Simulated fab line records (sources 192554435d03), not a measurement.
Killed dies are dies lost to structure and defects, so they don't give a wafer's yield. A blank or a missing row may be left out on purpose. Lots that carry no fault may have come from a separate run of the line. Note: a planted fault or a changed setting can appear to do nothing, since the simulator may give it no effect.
Struck lot and sound lot, side by side ; flow n5 finfet ; 14 out of 1938 route steps
Sound: these wafers, L826.3, L826.4, L826.5. Wafers struck: L839.1, L839.2, L839.5. Last of all comes the cause.
Order at every step that has rows: each side's tool, ch and its chambers, its first start. Under that, the readings that differ: sound wafers ; struck wafers ; difference of the means ; sigmas: that difference in standard deviations of wafers without a fault.
alike: words and numbers the same on both sides, and readings whose means are apart by under 2 such deviations; not compared: readings that were withheld, readings missing a value for some wafer, numbers with overlapping values and no deviation given by the record, and bounds like >300 which may hide the same value.
Wherever a step has rows on one side only, a row that says differs or no value, or a row with sigmas, the two part there. Numbers that have no deviation but don't overlap get no sigmas and don't part them. Lack of a reading on every wafer of one side parts them only where that side has two or more wafers.

N5_FIN_SAQP_PECVD_47: deposits a-Si from SiH4/He, target thk 45 nm, time 36.3 s.
  sound on pecvd-01 ch 0,1, day 2 15:23; struck on pecvd-02 ch 1,2, day 5 20:42
  alike: heater power w, showerhead plenum p Torr, showerhead vpp V, throttle valve pct
N5_FIN_SAQP_PECVD_48: deposits SiNx from SiH4/NH3/N2, target thk 25 nm, time 22.1 s.
  sound on pecvd-01 ch 0,1, day 2 15:27; struck on pecvd-02 ch 1,2, day 5 20:44
  alike: heater power w, showerhead plenum p Torr, showerhead vpp V, throttle valve pct
N5_FIN_SAQP_PECVD_06: deposits a-Si from SiH4/He, target thk 60 nm, time 48.1 s.
  sound on pecvd-01 ch 0,1, day 2 15:31; struck on pecvd-02 ch 1,2, day 5 20:47
  alike: heater power w, showerhead plenum p Torr, showerhead vpp V, throttle valve pct
N5_FIN_SAQP_THK_MEAS_07:
  sound: film metro-02 at day 2 15:36; struck: film metro-02 at day 5 20:52
  alike: thk nm
N5_FIN_SAQP_HM_DEP_72: deposits SiO2 from SiH4/N2O, target thk 12 nm, time 7.2 s.
  sound on pecvd-03 ch 0,1,2, day 2 15:38; struck on pecvd-03 ch 1,2, day 5 20:54
  alike: heater power w, showerhead plenum p Torr, showerhead vpp V
then, 7 steps without rows for these wafers: N5_FIN_SAQP_COAT_49 (time 60 s, resist thk 100 nm); N5_FIN_SAQP_COAT_50 (time 60 s, resist thk 35 nm); N5_FIN_SAQP_COAT_10 (resist thk 90 nm); N5_FIN_SAQP_EBR_12; N5_FIN_SAQP_SOFTBAKE_11 (time 60 s); N5_FIN_SAQP_EXPOSE_13 (exposes mask FIN CORE, target cd 35.6 nm); N5_FIN_SAQP_PEB_14 (peb time 60 s).
N5_FIN_SAQP_DEVELOP_15: develop time 30 s.
  sound on litho track-04 ch 0, day 2 16:02; struck on litho track-01, day 5 21:10
  no value came back on the struck wafers for chill plate temp C (C), develop time s (s); on the sound wafers chill plate temp C (C) reads 23.02 23.05 23.11
reading;sound;struck;difference;sigmas
model.CAR-ArF_of_FIN_SAQP_COAT_10.thk nm (nm);88.18 88.01 88.36;90.23 90.14 90.09;+1.97;
N5_FIN_SAQP_CD_MEAS_16: target cd 35.6 nm.
  sound on cd sem-03 ch 0, day 2 16:05; struck on cd sem-01 ch 0, day 5 21:14
reading;sound;struck;difference;sigmas
cd nm (nm);36.08 35.83 35.72;- - -;no value on the struck wafers;

WHERE THEY PART
Last at N5_FIN_SAQP_CD_MEAS_16 as far as this record goes, first at N5_FIN_SAQP_DEVELOP_15.

WHY: whatever the simulator had introduced
Entire step skipped (litho track-01, N5_FIN_SAQP_DEVELOP_15), from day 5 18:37 onward. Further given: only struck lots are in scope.
